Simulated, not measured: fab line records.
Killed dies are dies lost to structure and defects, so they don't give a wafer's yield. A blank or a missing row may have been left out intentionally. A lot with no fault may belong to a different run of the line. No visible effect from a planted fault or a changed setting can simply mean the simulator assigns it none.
Matching of chambers ; flow n5_finfet ; N5_STI_FIN_REVEAL_STRIP_24 on rie_diel-01 has 4 sister chambers
The step strips in N2/H2, time 90 s. 16 wafers are shown with their chamber, then 8 later ones without.

== EACH WAFER AND ITS CHAMBER ==
wafer;chamber;drypump_motor_current_A (A);showerhead_plenum_p_Torr (Torr);throttle_valve_pct (%)
L076.4;3;6.1;3.37;12.54
L076.5;0;5.2;3.58;11.99
L076.6;3;6.1;3.37;12.53
L077.3;3;6.1;3.37;12.53
L077.5;0;5.2;3.58;11.99
L077.6;3;6.1;3.37;12.54
L081.1;1;5.4;3.33;12.55
L081.2;3;6.2;3.37;12.55
L081.6;0;5.2;3.57;12.01
L083.3;2;5.6;3.30;11.79
L083.5;3;6.1;3.36;12.56
L083.6;0;5.2;3.57;12.02
L085.2;0;5.2;3.57;12.03
L085.4;2;5.6;3.30;11.79
L085.6;3;6.2;3.36;12.57
L090.2;1;5.4;3.32;12.61

SIGNATURES (averages over the wafers above)
reading;chamber 0;chamber 1;chamber 2;chamber 3;scatter within a chamber
drypump_motor_current_A;5.200;5.400;5.600;6.129;0.0345
showerhead_plenum_p_Torr;3.5740;3.3250;3.3000;3.3671;0.00511
throttle_valve_pct;12.0080;12.5800;11.7900;12.5457;0.0193
Rule: a wafer lies at a distance from a chamber equal to the root of the sum of squares, over the readings, of (its reading less the chamber's mean, divided by the reading's scatter). If the next closest chamber is less than 2 further off than the closest, the wafer can't be placed; otherwise it belongs to the closest. The scatter: take each reading less its chamber's mean, square it, sum over the shown wafers, divide by the number of wafers less the number of chambers, and take the root.

== WAFERS WHOSE CHAMBER IS MISSING ==
wafer;drypump_motor_current_A (A);showerhead_plenum_p_Torr (Torr);throttle_valve_pct (%)
L090.3;5.2;3.56;12.08
L090.5;5.6;3.29;11.84
L091.3;5.2;3.56;12.07
L091.4;6.1;3.35;12.60
L091.6;5.4;3.32;12.62
L094.2;6.2;3.35;12.63
L094.4;5.2;3.56;12.07
L094.5;5.4;3.32;12.64

== CHAMBER TAKEN BY EACH ==
wafer;from the rows above;in truth
L090.3;0;0
L090.5;2;2
L091.3;0;0
L091.4;3;3
L091.6;1;1
L094.2;3;3
L094.4;0;0
L094.5;1;1
Correctly placed: 8 of 8. Number that these rows cannot place: 0. 0 placed wrongly.
